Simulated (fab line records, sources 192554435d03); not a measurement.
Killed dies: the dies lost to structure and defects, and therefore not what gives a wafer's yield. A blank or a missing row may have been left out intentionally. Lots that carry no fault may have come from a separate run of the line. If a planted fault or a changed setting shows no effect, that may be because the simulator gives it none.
Matching of chambers + flow n5-finfet + N5_BEOL_M9_ETCH_61 on rie-diel-04: 3 sister chambers
The step etches SiARC in CF4, target depth 39 nm, time 65 s. 18 wafers are shown with their chamber, then 7 later ones without.

WAFERS PAIRED WITH THEIR CHAMBERS
| wafer  | chamber | showerhead-plenum-p-Torr (Torr) | drypump-motor-current-A (A) | throttle-valve-pct (%) |
|--------|---------|---------------------------------|-----------------------------|------------------------|
| L074.2 | 0       | 2.14                            | 5.1                         | 15.57                  |
| L074.3 | 3       | 2.27                            | 5.7                         | 15.33                  |
| L074.5 | 1       | 2.26                            | 5.9                         | 15.64                  |
| L076.1 | 0       | 2.14                            | 5.1                         | 15.54                  |
| L076.2 | 1       | 2.26                            | 5.9                         | 15.62                  |
| L076.5 | 3       | 2.27                            | 5.7                         | 15.34                  |
| L077.1 | 3       | 2.27                            | 5.7                         | 15.34                  |
| L077.2 | 1       | 2.26                            | 5.8                         | 15.63                  |
| L077.3 | 0       | 2.13                            | 5.1                         | 15.57                  |
| L080.2 | 3       | 2.27                            | 5.7                         | 15.36                  |
| L080.3 | 1       | 2.26                            | 5.9                         | 15.65                  |
| L080.6 | 3       | 2.27                            | 5.7                         | 15.35                  |
| L081.1 | 0       | 2.13                            | 5.1                         | 15.60                  |
| L081.3 | 1       | 2.26                            | 5.8                         | 15.66                  |
| L081.6 | 1       | 2.26                            | 5.8                         | 15.67                  |
| L082.2 | 1       | 2.26                            | 5.9                         | 15.66                  |
| L082.3 | 3       | 2.27                            | 5.7                         | 15.36                  |
| L082.5 | 0       | 2.13                            | 5.1                         | 15.59                  |

SIGNATURES, as means of the wafers listed above
| reading                  | chamber 0 | chamber 1 | chamber 3 | scatter within a chamber |
|--------------------------|-----------|-----------|-----------|--------------------------|
| showerhead-plenum-p-Torr | 2.1340    | 2.2600    | 2.2700    | 0.00283                  |
| drypump-motor-current-A  | 5.100     | 5.857     | 5.700     | 0.0338                   |
| throttle-valve-pct       | 15.5740   | 15.6471   | 15.3467   | 0.0179                   |
Rule: for a wafer and a chamber, the distance is found by dividing, reading by reading, the gap between the wafer's reading and the chamber's mean by the reading's scatter, squaring, summing and taking the root. The wafer belongs to the nearest chamber; if the next one is less than 2 further off, it can't be placed. The scatter: the root of (the sum of the squares of (reading less its chamber's mean) over the shown wafers, divided by (wafers less chambers)).

WAFERS WHOSE CHAMBER IS MISSING
| wafer  | showerhead-plenum-p-Torr (Torr) | drypump-motor-current-A (A) | throttle-valve-pct (%) |
|--------|---------------------------------|-----------------------------|------------------------|
| L091.3 | 2.26                            | 5.9                         | 15.67                  |
| L091.6 | 2.13                            | 5.1                         | 15.59                  |
| L089.1 | 2.25                            | 5.9                         | 15.69                  |
| L089.2 | 2.13                            | 5.1                         | 15.61                  |
| L089.6 | 2.26                            | 5.7                         | 15.39                  |
| L095.1 | 2.12                            | 5.1                         | 15.63                  |
| L095.3 | 2.25                            | 5.9                         | 15.69                  |

THE CHAMBER EACH PASSED THROUGH
| wafer  | from the rows above | in truth |
|--------|---------------------|----------|
| L091.3 | 1                   | 1        |
| L091.6 | 0                   | 0        |
| L089.1 | 1                   | 1        |
| L089.2 | 0                   | 0        |
| L089.6 | 3                   | 3        |
| L095.1 | 0                   | 0        |
| L095.3 | 1                   | 1        |
Placed correctly: 7 of 7. Number that these rows cannot place: 0. Placed wrongly: 0.
